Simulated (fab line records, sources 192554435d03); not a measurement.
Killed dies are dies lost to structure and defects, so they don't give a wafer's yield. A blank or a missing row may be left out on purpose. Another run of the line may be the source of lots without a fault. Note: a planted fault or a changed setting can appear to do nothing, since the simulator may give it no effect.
Problem report in the 8D (eight disciplines) form, filled by code / flow n5Finfet / the parts of the form that need people (team, actions taken, sign-off) are left out

## 1. PROBLEM STATEMENT
timeToEndpointS at N5_BEOL_M5_CMP_52 reads a mean of 97.7 s on 3 wafers of 3 lots; wafers without a fault read 61.7 s with a standard deviation of 2.9. That puts it +12 standard deviations away from the usual mean.
The step: polishes, stops on SiCOH lowk, t overpolish 6.9 s, target thk 62 nm.
Earliest sighting: wafer L312.2 on cmp-04 at day 10 23:14. Wafers with a number at this step in the record: 31, from 11 lots. By rule, "out" or "out of limits" means more than 4 standard deviations away from the usual mean. All remaining wafers that have a number are taken as sound.

## 2. WHAT IT IS; WHAT IT IS NOT
question=which readings at this step | is=timeToEndpointS | is not=edgeZonePressureFrac, motorCurrentA, slurryFlowMlMin
question=which lots | is=L312, L313, L314 | is not=L308, L309, L311, L322, L324, L325, L326, L327
question=which wafers of those lots | is=L312.2, L313.1, L314.1 | is not=L312.4, L313.4, L314.5, L314.6
question=read on which tools | is=cmp-02, cmp-04 | is not=cmp-03
question=when | is=from day 10 23:14 | is not=up to then (10 sound wafers); but 18 sound wafers of L313, L314, L322, L324, L325, L326, L327 came after

## 3. SUSPECTS, AND WHAT RULES EACH OUT
Counting: any tool at a process step up to the reading remains a suspect provided it ran every lot that is out. Sound lots after the first of them don't rule it out here, since some wafers of a struck lot are sound.
- ecdCu-01 at N5_BEOL_M5_ECD_50 (material Cu, target thk 300 nm): kept. Ran every lot that is out, first one L312 (day 10 22:46); last sound lot up to then L309 (day 9 21:56).
The count leaves ecdCu-01 at N5_BEOL_M5_ECD_50.

## 4. THE CAUSE (what the simulator had put in)
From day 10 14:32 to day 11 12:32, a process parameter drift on ecdCu-01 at N5_BEOL_M5_ECD_50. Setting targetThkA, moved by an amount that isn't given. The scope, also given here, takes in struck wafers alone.
Counting left only this tool.

## 5. THE EFFECT CHAIN, in route order
Each row: a reading where the mean over the struck wafers with a number is more than 3 standard deviations away from the usual. Only readings whose record carries a usual standard deviation are examined. hours: median over the lots of the time between each lot's start at the first step of this table that gives one and its start at this step. sigmas: the change, counted in usual standard deviations.
hours=0; step=N5_BEOL_M5_CMP_52; reading=timeToEndpointS; usual=61.7 s; on struck wafers=97.7; change=+36.0; sigmas=+12
The process steps in it:
- N5_BEOL_M5_CMP_52: polishes, stops on SiCOH lowk, t overpolish 6.9 s, target thk 62 nm.
At these later measuring or inspecting steps, every struck wafer for which the step has a row has a number for every such reading, and none has moved that far: N5_BEOL_M5_RS_MEAS_57.

## 6. HOW IT WOULD HAVE BEEN CAUGHT EARLIER
The fault began at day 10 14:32; the first out-of-limits reading in this record came at day 10 23:14, 9 hours later.
Lots out: 3; of these, L313, L314 started N5_BEOL_M5_ECD_50 on ecdCu-01 after day 10 23:14. A hold on the tool at that time would have spared those 2.
